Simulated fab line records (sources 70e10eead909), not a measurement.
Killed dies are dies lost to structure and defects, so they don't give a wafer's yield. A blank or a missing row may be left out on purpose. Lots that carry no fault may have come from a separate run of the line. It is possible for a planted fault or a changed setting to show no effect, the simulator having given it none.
The same fault as seen by 2 desks | flow nand-harc | each desk holds nothing but its own numbers, with what lay behind them at the end

FROM THE METROLOGY DESK
What the gauges read, lot by lot, whatever tool the lot ran on: means of the sampled wafers that have a number. If a lot's mean is further than 4 standard deviations from the usual mean, the lot is out of limits and carries the mark OUT (the distance appears in the brackets).
Columns: A = cd-nm at NHARC_A_CHANNEL_HOLE_D1_CD_MEAS_10, usual 99.9 nm
lot  | first seen here | A
L986 | day 8 11:17     | 99.9
L988 | day 8 17:53     | 99.7
L989 | day 9 01:59     | 99.8
L992 | day 9 15:43     | 99.6
L993 | day 10 01:52    | 99.9
L994 | day 10 12:53    | 100.3
L996 | day 10 14:47    | 99.7
L999 | day 11 10:28    | 99.2
L997 | day 11 20:47    | 100.1
L101 | day 12 01:41    | 100.4
L107 | day 13 21:34    | 100.7
This desk's verdict: no lot among the 11 shows anything out of limits.

AT THE TOOL OWNER'S DESK: rie-diel-02
The tool's own readings at NHARC_A_CHANNEL_HOLE_D1_ETCH_39 (etches the open film in N2/H2, target depth 260 nm, time 325 s): means of the sampled wafers that have a number, for each lot that ran on this tool. If a lot's mean is further than 4 standard deviations from the usual mean, the lot is out of limits and carries the mark OUT (the distance appears in the brackets).
Columns: A = drypump-motor-current-A at NHARC_A_CHANNEL_HOLE_D1_ETCH_39, usual 5.6 A; B = mfc-ar-sccm at NHARC_A_CHANNEL_HOLE_D1_ETCH_39, usual 0.010 sccm; C = oes-product-au at NHARC_A_CHANNEL_HOLE_D1_ETCH_39, usual 0.999 a.u.; D = rf-vpp-V at NHARC_A_CHANNEL_HOLE_D1_ETCH_39, usual 431 V; E = showerhead-plenum-p-Torr at NHARC_A_CHANNEL_HOLE_D1_ETCH_39, usual 2.07 Torr; F = throttle-valve-pct at NHARC_A_CHANNEL_HOLE_D1_ETCH_39, usual 14.171 %
lot  | first seen here | A   | B     | C                | D   | E    | F
L988 | day 8 18:15     | 6.0 | 0.018 | 1.003            | 431 | 2.07 | 14.167
L994 | day 10 13:16    | 5.7 | 0.007 | 1.000            | 433 | 2.11 | 14.180
L996 | day 10 15:09    | 5.9 | 0.013 | 0.999            | 431 | 2.08 | 14.163
L997 | day 11 21:09    | 5.8 | 0.006 | 0.940 (-7.2) OUT | 431 | 2.05 | 14.173
This desk's finding: out of limits on L997; first on L997, day 11 21:09 (oes-product-au at NHARC_A_CHANNEL_HOLE_D1_ETCH_39). L988, L994, L996 stayed within limits.

BROUGHT TOGETHER
The tool owner's desk had the chance to raise an alarm at day 11 21:09 on L997.
At the metrology desk, nothing out of limits was observed.
The metrology desk has L997 on record, within its limits.
Of the lots named, all ran NHARC_A_CHANNEL_HOLE_D1_ETCH_39 on rie-diel-02.

WHAT THE SIMULATOR HAD INSERTED
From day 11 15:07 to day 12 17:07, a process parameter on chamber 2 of rie-diel-02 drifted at NHARC_A_CHANNEL_HOLE_D1_ETCH_39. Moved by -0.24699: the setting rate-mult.
Lots struck among those shown: L997.
Hours from the fault's start to each desk's first reading out of limits: the tool owner's desk, 6.
